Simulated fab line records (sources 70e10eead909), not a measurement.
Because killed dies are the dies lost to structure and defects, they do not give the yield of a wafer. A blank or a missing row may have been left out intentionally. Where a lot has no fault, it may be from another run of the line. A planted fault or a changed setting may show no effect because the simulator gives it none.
Matching of chambers    flow nandHarc    NHARC_A_STAIRCASE_DEP_301 on pecvd-04 has 3 sister chambers
The step deposits SiON, target thk 30 nm. 6 wafers are shown with their chamber, then 8 later ones without.

## WAFERS PAIRED WITH THEIR CHAMBERS
wafer   chamber  heaterPowerW (W)  chamberPressureTorr (Torr)
L081.3  0        808               3.490
L083.2  0        786               3.508
L086.6  1        642               3.496
L092.5  2        670               3.505
L092.6  1        655               3.503
L093.2  2        584               3.493

## WAFERS WITHOUT THEIR CHAMBER
wafer   heaterPowerW (W)  chamberPressureTorr (Torr)
L093.3  724               3.510
L093.5  604               3.515
L094.1  802               3.519
L094.3  558               3.495
L094.6  545               3.495
L096.1  592               3.504
L096.3  861               3.498
L096.4  634               3.501

## THE CHAMBER EACH PASSED THROUGH
wafer   from the rows above           in truth
L093.3  can't be placed: 0 or 1 or 2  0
L093.5  can't be placed: 2 or 1       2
L094.1  0                             0
L094.3  can't be placed: 2 or 1       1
L094.6  can't be placed: 2 or 1       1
L096.1  can't be placed: 2 or 1       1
L096.3  0                             0
L096.4  can't be placed: 2 or 1       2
Correctly placed: 2 of 8. These rows do not allow placing 6 (true chamber among the candidates in 6). Wrongly placed: 0.
How it was worked out, from the rows above alone: a wafer's distance from a chamber is the root of the sum, over the readings, of the square of ((its reading less the chamber's mean) divided by the reading's scatter). If the next closest chamber is less than 2 further off than the closest, the wafer can't be placed; otherwise it belongs to the closest. The mean given for a chamber averages the wafers shown for that chamber. The scatter: take each reading less its chamber's mean, square it, sum over the shown wafers, divide by the number of wafers less the number of chambers, and take the root.
